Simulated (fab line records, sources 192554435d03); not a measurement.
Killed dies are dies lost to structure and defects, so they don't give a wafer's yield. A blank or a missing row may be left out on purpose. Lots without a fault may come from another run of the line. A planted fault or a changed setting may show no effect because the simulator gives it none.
fab line records | flow n5_finfet
record lots=10 wafers=30 last_day=18
route steps=1938 shown BEOL_M14@1753 TV_OPEN@1889 PAD_METAL@1893 PASSIVATION@1936
lots that met no fault: from a run of the same line without faults
start_h: hours from the record's first day to the start of the lot's first wafer shown | wait_h: hours since the lot's step before | " the same as in the row above | L1.1+2: a row that stands for several wafers | - no value, or no start given | * or withheld: withheld | < > ~ a bound
route shown NAME@n: a module of which the file shows steps, and the number in the route of the first | usual: mean/standard deviation of fault-free wafers | same: alike in all rows | chamber/n: place in a boat | sites: the reading at each site | _std_site: their standard deviation | _edge_site: outer sites' mean less inner sites' | radius_mm: how far each site lies from the wafer's centre | mask NAME#n: copy n | behind: the tool/chamber that last shaped the wafer | hold: why the lot was held/for how many hours/how that ended | device: the transistor (n, p or np) that didn't switch | end of line: the same wafers' tests at the end of the route | a step without rows: its recipe alone | killed: dies lost to structure and defects at the first sort, not the wafer's yield | map: a wafer's dies, x killed, . not, _ none there
set.NAME: the setting as run; set.NAME@STEP: as run at that earlier step | model.NAME: the simulator's own value behind a step, which no gauge read
steps of the route over a sample of lots; a table a step, a row a wafer
services: from which hour (start_h, from the record's first day; less than 0 if before it) a tool's chamber was out of use, for how many hours, and why
## steps
# step N5_BEOL_M14_TRENCH_ETCH_34
# recipe chemistry=C4F8/O2/Ar target=SiO2 target_depth_a=5566.5 mask_material=SOC he_inner_torr=15 he_outer_torr=30 time_s=126.9 ion_energy_ev=800 pressure_mtorr=20 source_w=1905 bias_w=2040 Ar_flow_sccm=400 C4F8_flow_sccm=16 O2_flow_sccm=12
# usual drypump_motor_current_A=5.9/0.38 he_outer_torr=30.01/0.057 oes_product_au=0.80/0.08 rf_vpp_V=2230/13 showerhead_plenum_p_Torr=3.47/0.16 throttle_valve_pct=30.82/0.21
# columns lot.wafer tool chamber start_h wait_h drypump_motor_current_A he_outer_torr oes_product_au rf_hours_counter_h rf_vpp_V showerhead_plenum_p_Torr throttle_valve_pct
L725.1 rie_diel-05 2 274.72 0.0 5.8 29.99 0.85 46 2250 3.64 30.89
L725.5 " 2 " " 5.8 30.10 0.86 - 2250 3.64 30.90
L725.6 " 3 " " 6.3 29.98 0.94 - 2217 3.51 30.81
L727.2 rie_diel-05 0 300.46 0.0 5.6 29.91 0.73 200 2245 3.54 30.62
L727.5 " 3 " " 6.3 30.02 0.92 - 2218 3.51 30.84
L727.6 " 2 " " 5.8 29.94 0.85 - 2250 3.64 30.90
L729.1 rie_diel-05 0 311.72 0.0 5.5 30.15 0.73 204 2247 3.53 30.63
L729.2 " 3 " " 6.3 30.08 0.91 23 2218 3.50 30.84
L729.6 " 1 " " 5.4 30.02 0.72 - 2218 3.17 31.13
L735.1 rie_diel-05 2 335.54 0.0 5.8 29.97 0.82 66 2250 3.63 30.88
L735.4 " 3 " " 6.3 29.92 0.89 32 2218 3.50 30.82
L735.5 " 0 " " 5.5 30.10 0.72 - 2246 3.53 30.64
L734.1 rie_diel-05 1 348.72 0.0 5.4 29.99 0.71 196 2216 3.16 31.15
L734.2 " 2 " " 5.8 29.92 0.82 71 2248 3.63 30.91
L734.6 " 1 " " 5.4 29.90 0.70 - 2217 3.16 31.15
L738.1 rie_diel-05 3 364.62 0.0 6.3 29.97 0.88 37 2216 3.50 30.85
L738.2 " 2 " " 5.8 30.05 0.82 78 2250 3.63 30.92
L738.5 " 0 " " 5.5 30.04 0.71 - 2245 3.52 30.64
L736.1 rie_diel-04 2 365.13 0.0 6.1 30.14 0.79 124 2221 3.32 31.18
L736.5 " 1 " " 6.1 30.04 0.92 - 2229 3.63 30.52
L736.6 " 2 " " 6.1 30.07 0.79 - 2221 3.32 31.19
L740.3 rie_diel-05 2 382.30 0.0 5.8 29.99 0.80 85 2248 3.62 30.93
L740.4 " 0 " " 5.5 30.07 0.71 232 2246 3.52 30.64
L740.5 " 3 " " 6.3 29.87 0.86 - 2217 3.49 30.84
L744.2 rie_diel-04 3 398.88 0.0 6.0 30.00 0.91 20 2234 3.36 30.49
L744.5 " 2 " " 6.1 29.90 0.78 - 2219 3.31 31.17
L744.6 " 3 " " 6.0 29.97 0.91 - 2234 3.36 30.51
L745.1 rie_diel-02 0 414.44 0.0 5.3 30.03 0.75 125 2220 3.58 30.76
L745.2 " 2 " " 6.4 29.96 0.85 73 2239 3.33 30.76
L745.3 " 1 " " 5.4 30.02 0.73 165 2243 3.58 31.02
# step N5_PASSIVATION_STRIP_14
# recipe chemistry=O2 power_w=600 temp_c=60 pressure_mtorr=30 rf_frequency_hz=6e+07 bias_power_w=0 overash_fraction=0.5 o2_flow_sccm=225
# usual drypump_motor_current_A=5.49/0.25 oes_product_au=0.80/0.099 rf_vpp_V=3.6/0.91 showerhead_plenum_p_Torr=2.06/0.076 temp_c=59.99/0.11 throttle_valve_pct=16.63/0.3
# columns lot.wafer tool chamber start_h wait_h drypump_motor_current_A oes_product_au rf_hours_counter_h rf_vpp_V showerhead_plenum_p_Torr temp_c throttle_valve_pct
L725.1 rie_diel-01 3 296.16 0.1 5.67 0.74 163 2.4 2.00 60.03 16.39
L725.5 " 2 " " 5.67 0.70 - 4.3 2.06 60.13 16.91
L725.6 " 3 " " 5.65 0.73 - 2.2 2.00 59.97 16.44
L727.2 rie_diel-06 2 321.70 0.1 5.95 0.76 142 4.2 2.19 60.01 16.46
L727.5 " 0 " " 5.51 0.84 - 2.9 2.12 60.22 16.44
L727.6 " 2 " " 5.94 0.74 - 4.5 2.19 59.97 16.45
L729.1 rie_diel-03 1 329.29 0.1 5.20 0.73 181 4.8 1.91 59.95 16.48
L729.2 " 2 " " 5.27 0.70 212 3.8 2.08 59.97 17.25
L729.6 " 1 " " 5.22 0.74 - 2.3 1.91 60.02 16.47
L735.1 rie_diel-01 2 354.98 0.1 5.68 0.95 9 2.7 2.06 59.99 16.47
L735.4 " 3 " " 5.66 0.71 185 3.6 2.00 60.13 16.43
L735.5 " 0 " " 5.07 0.77 - 4.5 2.11 59.94 16.88
L734.1 rie_diel-03 3 368.15 0.1 5.68 0.88 27 2.9 2.06 60.02 16.63
L734.2 " 2 " " 5.31 0.68 226 4.5 2.07 59.96 17.23
L734.6 " 3 " " 5.68 0.89 - 3.7 2.06 59.88 16.62
L738.1 rie_diel-06 0 383.35 0.1 5.48 0.81 115 2.8 2.12 60.09 16.48
L738.2 " 3 " " 5.08 0.93 13 3.6 2.23 59.82 16.31
L738.5 " 0 " " 5.47 0.82 - 3.3 2.12 60.04 16.49
L736.1 rie_diel-03 1 383.46 0.1 5.21 0.72 201 4.5 1.91 59.84 16.52
L736.5 " 0 " " 5.55 0.99 - 3.1 2.06 60.05 16.21
L736.6 " 3 " " 5.71 0.89 - 3.3 2.06 60.02 16.63
L740.3 rie_diel-03 0 403.09 0.1 5.56 0.97 8 4.6 2.06 60.03 16.24
L740.4 " 2 " " 5.30 0.69 238 3.6 2.07 60.17 17.28
L740.5 " 3 " " 5.70 0.88 - 2.6 2.05 60.01 16.64
L744.2 rie_diel-03 1 418.65 0.1 5.20 0.73 212 2.9 1.90 60.31 16.53
L744.5 " 2 " " 5.28 0.68 - 5.2 2.07 59.96 17.28
L744.6 " 3 " " 5.71 0.87 - 3.5 2.05 60.31 16.68
L745.1 rie_diel-01 3 432.94 0.1 5.66 0.70 208 4.2 1.99 60.06 16.51
L745.2 " 0 " " 5.07 0.75 141 3.5 2.10 60.04 16.91
L745.3 " 1 " " 5.61 0.90 27 4.5 2.14 60.12 16.41
# step N5_PASSIVATION_DEGAS_18
# recipe ambient=vacuum temp_c=300 time_s=60
# usual heater_power_w=462/44 susceptor_temp_C=300.00/0.18
# columns lot.wafer tool chamber start_h wait_h heater_power_w susceptor_temp_C
L725.1 pvd_sputter-01 - 296.79 0.4 505 299.93
L725.5 " - " " 442 300.14
L725.6 " - " " 504 300.05
L727.2 pvd_sputter-01 - 322.16 0.3 406 300.18
L727.5 " - " " 402 299.86
L727.6 " - " " 450 299.97
L729.1 pvd_sputter-03 - 329.52 0.0 492 300.15
L729.2 " - " " 421 299.78
L729.6 " - " " 487 300.14
L735.1 pvd_sputter-01 - 355.29 0.1 409 299.71
L735.4 " - " " 445 300.26
L735.5 " - " " 404 300.02
L734.1 pvd_sputter-03 - 368.61 0.3 417 299.76
L734.2 " - " " 418 299.81
L734.6 " - " " 422 299.74
L738.1 pvd_sputter-01 - 384.05 0.5 410 299.88
L738.2 " - " " 439 299.75
L738.5 " - " " 442 299.95
L736.1 pvd_sputter-03 - 384.85 1.2 403 300.17
L736.5 " - " " 421 300.18
L736.6 " - " " 421 300.48
L740.3 pvd_sputter-02 - 403.76 0.5 419 299.91
L740.4 " - " " 502 299.95
L740.5 " - " " 498 299.78
L744.2 pvd_sputter-02 - 420.47 1.6 414 300.04
L744.5 " - " " 443 299.86
L744.6 " - " " 503 299.91
L745.1 pvd_sputter-01 - 435.04 1.9 403 300.21
L745.2 " - " " 441 300.18
L745.3 " - " " 505 300.39
# step N5_PASSIVATION_AL_DEP_21
# recipe material=Al target_thk_a=28000 temp_c=400 time_s=170 power_w=30000 chamber_pressure_pa=0.4 gas=Ar
# usual chamber_pressure_pa=0.4000/0.00078 susceptor_temp_C=400.01/0.21 throttle_valve_pct=30.0/1.2
# columns lot.wafer tool chamber start_h wait_h chamber_pressure_pa susceptor_temp_C throttle_valve_pct
L725.1 pvd_sputter-01 - 296.97 0.1 0.4005 400.44 29.0
L725.5 " - " " 0.4001 399.62 27.4
L725.6 " - " " 0.4002 400.24 29.2
L727.2 pvd_sputter-01 - 322.34 0.1 0.4000 399.98 30.2
L727.5 " - " " 0.4004 399.98 29.9
L727.6 " - " " 0.3988 400.23 27.3
L729.1 pvd_sputter-03 - 329.70 0.1 0.3998 400.00 30.2
L729.2 " - " " 0.4011 399.94 30.8
L729.6 " - " " 0.4005 399.87 30.0
L735.1 pvd_sputter-01 - 355.47 0.1 0.4004 400.20 30.1
L735.4 " - " " 0.3987 400.04 27.7
L735.5 " - " " 0.4010 399.74 30.2
L734.1 pvd_sputter-03 - 368.79 0.1 0.4011 400.36 30.2
L734.2 " - " " 0.4010 400.01 30.8
L734.6 " - " " 0.4008 399.93 31.0
L738.1 pvd_sputter-01 - 384.23 0.1 0.3996 400.08 30.1
L738.2 " - " " 0.4000 400.47 30.7
L738.5 " - " " 0.4001 400.29 30.7
L736.1 pvd_sputter-03 - 385.03 0.1 0.4007 399.90 30.3
L736.5 " - " " 0.4009 400.03 30.7
L736.6 " - " " 0.3998 400.10 30.4
L740.3 pvd_sputter-02 - 403.94 0.1 0.4005 400.04 29.2
L740.4 " - " " 0.3995 399.81 28.8
L740.5 " - " " 0.4011 399.54 29.0
L744.2 pvd_sputter-02 - 420.65 0.1 0.3986 400.00 29.4
L744.5 " - " " 0.3999 399.73 31.7
L744.6 " - " " 0.4009 400.19 28.9
L745.1 pvd_sputter-01 - 435.22 0.1 0.4013 399.88 30.2
L745.2 " - " " 0.4003 399.78 30.7
L745.3 " - " " 0.4007 400.06 29.2
# step N5_PASSIVATION_PROBE_49
# usual defect_limited_yield=91.0/1.5 killed_at_M0_to_M3=37/12 killed_at_M4_up=13/5 killed_at_contacts=13/6.1 killed_at_front_end=39/11 killed_at_other=4/3.2 killed_dies=106/17 killed_on_rim=13/4.2 killed_open=69/12 killed_short=35/7.9 sort_bin_4_leakage=0.00/0.007 sort_bin_5_function=5.3/1 sort_bin_6_memory=3.3/0.68 sort_n_pass=1074/17 sort_yield_pct=91.0/1.5
# same gross_dies=1180 killed_at_back_side=0 sort_bin_8_speed[%]=0
# columns lot.wafer tool chamber start_h wait_h defect_limited_yield[%] killed_at_M0_to_M3 killed_at_M4_up killed_at_contacts killed_at_front_end killed_at_other killed_dies killed_on_rim killed_open killed_short sort_bin_4_leakage[%] sort_bin_5_function[%] sort_bin_6_memory[%] sort_n_pass sort_yield_pct[%]
L735.1 prober-02 - 361.69 0.1 90.0 43 8 13 48 6 118 17 80 38 0 5.2 4.7 1062 90.0
L735.4 prober-02 - 361.84 0.3 91.2 26 18 11 48 1 104 14 82 22 0 5.8 2.9 1076 91.2
L735.5 prober-02 - 361.89 0.3 88.9 45 19 22 39 6 131 21 84 45 0 6.8 3.9 1049 88.9
L738.1 prober-01 - 390.37 0.0 84.0 51 79 7 43 9 189 34 76 47 0 10.3 4.1 991 84.0
L738.2 prober-01 - 390.42 0.1 91.0 34 16 14 35 7 106 13 65 39 0 5.2 3.6 1074 91.0
L738.5 prober-01 - 390.57 0.2 91.1 37 14 10 38 6 105 19 63 39 0 5.1 3.5 1075 91.1
L740.3 prober-02 - 409.56 0.1 92.5 23 9 7 48 2 89 21 59 27 0 4.9 2.5 1091 92.5
L740.4 prober-02 - 409.61 0.2 93.6 19 16 5 32 4 76 8 52 22 0 3.5 2.8 1104 93.6
L740.5 prober-02 - 409.66 0.2 85.1 43 84 13 33 3 176 26 75 36 0 9.3 4.2 1004 85.1
# killed by level:class
L735.1 BEOL_M3:geometric_particle:open=13 STI_FIN_REVEAL:geometric_particle:open=12 MOL_CONTACT_COAG:geometric_particle:open=11 FIN_SAQP:geometric_particle:short=10 FIN_SAQP:geometric_particle:open=10 BEOL_M2:geometric_particle:open=7 BEOL_M1:geometric_particle:open=6 BEOL_M0_SAQP:geometric_particle:short=5
L735.4 FIN_SAQP:geometric_particle:open=16 STI_FIN_REVEAL:geometric_particle:open=13 MOL_CONTACT_COAG:geometric_particle:open=11 BEOL_M4:geometric_particle:open=7 BEOL_M1:geometric_particle:open=6 BEOL_M3:geometric_particle:open=5 ILD0:geometric_particle:short=3 GATE_CUT:geometric_particle:open=3
L735.5 MOL_CONTACT_COAG:geometric_particle:open=13 BEOL_M3:geometric_particle:open=11 BEOL_M4:geometric_particle:open=10 MOL_CONTACT_COAG:geometric_particle:short=9 BEOL_M1:geometric_particle:open=9 FIN_SAQP:geometric_particle:open=7 GATE_CUT:geometric_particle:short=5 GATE_CUT:geometric_particle:open=5
L738.1 BEOL_M14:unspecified=63 FIN_SAQP:geometric_particle:open=14 BEOL_M2:geometric_particle:open=12 BEOL_M0_SAQP:geometric_particle:short=11 FIN_SAQP:geometric_particle:short=9 BEOL_M0_SAQP:geometric_particle:open=9 BEOL_M3:geometric_particle:open=8 STI_FIN_REVEAL:geometric_particle:open=5
L738.2 MOL_CONTACT_COAG:geometric_particle:open=13 BEOL_M0_SAQP:geometric_particle:short=10 FIN_SAQP:geometric_particle:short=7 STI_FIN_REVEAL:geometric_particle:open=6 GATE_CUT:geometric_particle:short=6 BEOL_M1:geometric_particle:open=6 BEOL_M4:geometric_particle:open=6 ILD0:geometric_particle:open=5
L738.5 FIN_SAQP:geometric_particle:short=12 BEOL_M2:geometric_particle:open=11 MOL_CONTACT_COAG:geometric_particle:open=8 BEOL_M0_SAQP:geometric_particle:open=7 BEOL_M1:geometric_particle:open=7 FIN_SAQP:geometric_particle:open=5 GATE_CUT:geometric_particle:short=5 BEOL_M4:geometric_particle:short=4
L740.3 STI_FIN_REVEAL:geometric_particle:open=10 FIN_SAQP:geometric_particle:open=8 DUMMY_GATE:geometric_particle:open=7 BEOL_M2:geometric_particle:open=7 ILD0:geometric_particle:short=5 MOL_CONTACT_COAG:geometric_particle:open=5 BEOL_M2:geometric_particle:short=4 BEOL_M3:geometric_particle:open=4
L740.4 BEOL_M4:geometric_particle:open=12 STI_FIN_REVEAL:geometric_particle:open=10 BEOL_M2:geometric_particle:open=7 BEOL_M0_SAQP:geometric_particle:open=6 FIN_SAQP:geometric_particle:short=5 STARTING-WAFER:geometric_particle:short=4 MOL_CONTACT_COAG:geometric_particle:open=4 BEOL_M0_SAQP:geometric_particle:short=3
L740.5 BEOL_M14:unspecified=64 BEOL_M0_SAQP:geometric_particle:open=13 BEOL_M4:geometric_particle:open=12 MOL_CONTACT_COAG:geometric_particle:open=11 BEOL_M0_SAQP:geometric_particle:short=9 BEOL_M2:geometric_particle:open=9 STI_FIN_REVEAL:geometric_particle:open=8 BEOL_M3:geometric_particle:open=5
## services
# columns tool chamber start_h hours kind
rie_diel-05 0 267.67 7.6 repair
rie_diel-06 2 269.26 3.9 repair
rie_diel-03 3 274.20 - clean
rie_diel-03 3 274.20 - consumable_replace:focus_ring
rie_diel-03 3 274.20 15.2 scheduled_down
rie_diel-03 3 274.20 15.2 vent_cycle
rie_diel-01 0 275.92 17.7 repair
rie_diel-02 3 321.37 8.5 repair
rie_diel-05 3 337.33 15.2 repair
rie_diel-03 0 338.53 - clean
rie_diel-03 0 338.53 - consumable_replace:focus_ring
rie_diel-03 - 339.99 0.7 repair
rie_diel-06 0 356.11 2.4 repair
rie_diel-02 1 356.92 13.5 repair
rie_diel-01 0 358.70 5.0 repair
rie_diel-03 0 364.52 16.1 repair
rie_diel-01 0 367.00 3.0 repair
rie_diel-06 2 374.77 20.6 repair
rie_diel-04 0 404.31 19.7 repair
rie_diel-06 3 411.55 5.7 repair
pvd_sputter-01 - 415.17 1.8 repair
rie_diel-05 0 431.98 - clean
rie_diel-05 0 431.98 - consumable_replace:esc
rie_diel-05 0 431.98 - consumable_replace:focus_ring
## key
first_sign step=N5_PASSIVATION_PROBE_49 reading=killed_at_M4_up direction=up sigmas=14 usual=13 struck=82
effect step=N5_PASSIVATION_PROBE_49 reading=defect_limited_yield direction=down sigmas=4.5 usual=91.0 struck=84.5
more_kills_born_at N5_BEOL_M14_TRENCH_ETCH_34@rie_diel-05=127
met_at N5_BEOL_M14_TRENCH_ETCH_34
struck_lots L738,L740
struck_wafers L738.1,L740.5
not_acting_at N5_PASSIVATION_STRIP_14,N5_PASSIVATION_DEGAS_18,N5_PASSIVATION_AL_DEP_21
onset_between 335.54 364.62
fault kind=chamber_particle_source tool=rie_diel-05 chamber=3 onset_h=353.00 steps=N5_BEOL_M14_TRENCH_ETCH_34 rate_per_visit_cm2=0.55535 end_h=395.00
